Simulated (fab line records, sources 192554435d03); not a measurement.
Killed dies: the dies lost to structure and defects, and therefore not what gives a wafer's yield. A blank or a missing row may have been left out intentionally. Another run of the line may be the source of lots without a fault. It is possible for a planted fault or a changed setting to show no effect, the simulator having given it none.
Code-filled problem report in 8D (eight disciplines) form :: flow n5-finfet :: the parts of the form that need people (team, actions taken, sign-off) are left out

## 1. THE ISSUE
At N5_BEOL_M11_VIA_ETCH_34, run-length-s averages 89.4 s over 2 wafers from 2 lots, while fault-free wafers read 92.5 s, standard deviation 0.42. Relative to the usual mean, that is a shift of -7.4 standard deviations.
The step: etches SiCOH lowk in C4F6/O2, target depth 184.5 nm, time 69.2 s.
The first sign was on wafer L656.4 at day 13 19:02, on rie-diel-01. At this step, 33 wafers from 12 lots have a number in the record. Rule for "out", or "out of limits": more than 4 standard deviations from the usual mean. The rest of the wafers with a number are treated as sound.

## 2. WHAT IT IS; WHAT IT IS NOT
question: which readings at this step
is: run-length-s
is not: C4F6_flow_sccm, drypump-motor-current-A, oes_o_777_au, oes-product-au, rf-vpp-V, showerhead-plenum-p-Torr, throttle-valve-pct

question: which lots
is: L656, L659
is not: L644, L645, L647, L648, L649, L651, L654, L662, L666, L667

question: which wafers of those lots
is: L656.4, L659.6
is not: L656.3, L659.5

question: read on which tools
is: rie-diel-01
is not: rie-diel-04, rie-diel-05

question: when
is: from day 13 19:02
is not: up to then (21 sound wafers); but 10 sound wafers of L659, L662, L666, L667 came after

## 3. WHAT RULES OUT EACH SUSPECT
Counting: a tool at a process step up to the reading stays a suspect if it ran every lot that is out. Sound lots after the first of them don't rule it out here, since some wafers of a struck lot are sound.
- rie-diel-01 at N5_BEOL_M11_VIA_ETCH_34 (etches SiCOH lowk in C4F6/O2, target depth 184.5 nm, time 69.2 s): kept. Ran every lot that is out, first one L656 (day 13 19:02); last sound lot up to then L651 (day 12 04:47). Its own run-length-s readings are out on those wafers.
- Within rie-diel-01 at N5_BEOL_M11_VIA_ETCH_34: the wafers that are out ran in chambers 0, 3; their sound lot-mates ran in chamber 2.
The count leaves rie-diel-01 at N5_BEOL_M11_VIA_ETCH_34.

## 4. THE CAUSE (what the simulator had put in)
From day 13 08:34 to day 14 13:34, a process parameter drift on rie-diel-01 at N5_BEOL_M11_VIA_ETCH_34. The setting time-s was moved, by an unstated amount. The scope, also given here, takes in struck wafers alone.
The count eliminated every tool but this one.

## 5. THE CHAIN OF EFFECTS, in route order
Rows list readings where the struck wafers' mean (over those with a number) sits beyond 3 standard deviations from the usual. Scope: only readings with a usual standard deviation given in the record; hours: median across lots of the time from each lot's start at the first step in this table that gives one to its start at this step; sigmas: change in usual standard deviations.
hours: 0
step: N5_BEOL_M11_VIA_ETCH_34
reading: run-length-s
usual: 92.5 s
on struck wafers: 89.4
change: -3.1
sigmas: -7.4
Its process steps:
- N5_BEOL_M11_VIA_ETCH_34: etches SiCOH lowk in C4F6/O2, target depth 184.5 nm, time 69.2 s.

## 6. HOW IT WOULD HAVE BEEN CAUGHT EARLIER
In this record the first reading out of limits was taken at day 13 19:02, 10 hours after the fault began at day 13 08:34.
